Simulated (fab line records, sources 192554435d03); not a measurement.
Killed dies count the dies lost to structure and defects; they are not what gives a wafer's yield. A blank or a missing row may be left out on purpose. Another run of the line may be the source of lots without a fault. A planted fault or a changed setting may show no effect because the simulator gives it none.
Which tool did it? / flow n5-finfet / 11 lots, 33 wafers sampled, at 1 step of a route of 1938

## WHAT THE GAUGES SHOWED, per wafer
N5_BEOL_M7_CD_MEAS_28: target cd 40 nm. Usual: cd-nm at 40.03 nm, with a standard deviation of 0.24.
lot=L922; measured=day 10 22:40; on=cd-sem-02; cd-nm (nm)=40.26 40.08 40.25; flag=
lot=L924; measured=day 11 02:02; on=cd-sem-01; cd-nm (nm)=39.88 40.06 39.36; flag=
lot=L923; measured=day 11 02:04; on=cd-sem-03; cd-nm (nm)=40.00 39.91 39.68; flag=
lot=L929; measured=day 12 13:44; on=cd-sem-03; cd-nm (nm)=40.16 40.08 40.00; flag=
lot=L933; measured=day 12 19:31; on=cd-sem-03; cd-nm (nm)=39.87 39.98 39.32; flag=
lot=L930; measured=day 12 23:29; on=cd-sem-01; cd-nm (nm)=40.05 40.25 40.38; flag=
lot=L934; measured=day 13 21:35; on=cd-sem-02; cd-nm (nm)=39.93 40.40 39.84; flag=
lot=L937; measured=day 14 04:42; on=cd-sem-03; cd-nm (nm)=39.88 39.93 39.82; flag=
lot=L936; measured=day 14 06:39; on=cd-sem-02; cd-nm (nm)=39.85 40.49 40.08; flag=
lot=L940; measured=day 15 03:23; on=cd-sem-01; cd-nm (nm)=39.84 40.10 39.89; flag=
lot=L942; measured=day 16 01:13; on=cd-sem-01; cd-nm (nm)=39.87 40.12 40.05; flag=

## EACH LOT AND THE TOOL THAT RAN IT (in order: tool; ch and the chambers of the sampled wafers; start)
There is no process step in the record ahead of these readings.

## WHAT THE TOOLS THEMSELVES READ (means of the sampled wafers that have a number; where no wafer has one, the mark that the record gives instead)
The record holds no such reading with a usual standard deviation.

## THE ANSWER, worked out from the rows above alone
Rule: a lot counts as off when the mean over its wafers that have a number is more than 3 standard deviations away from the usual mean. A lot without any number at a reading at which 4 lots or more have one is off too. Any other lot the step has rows for is counted as sound. The gauges are gone through in route order, then the tools' own readings, and for those a lot's mean is taken as printed above. At the first step where some lot is off, the reading lying furthest off is the one used; lots without a number count as furthest.
None of the lots is off at any reading shown; this tells nothing.

## WHAT WAS PUT IN BY THE SIMULATOR
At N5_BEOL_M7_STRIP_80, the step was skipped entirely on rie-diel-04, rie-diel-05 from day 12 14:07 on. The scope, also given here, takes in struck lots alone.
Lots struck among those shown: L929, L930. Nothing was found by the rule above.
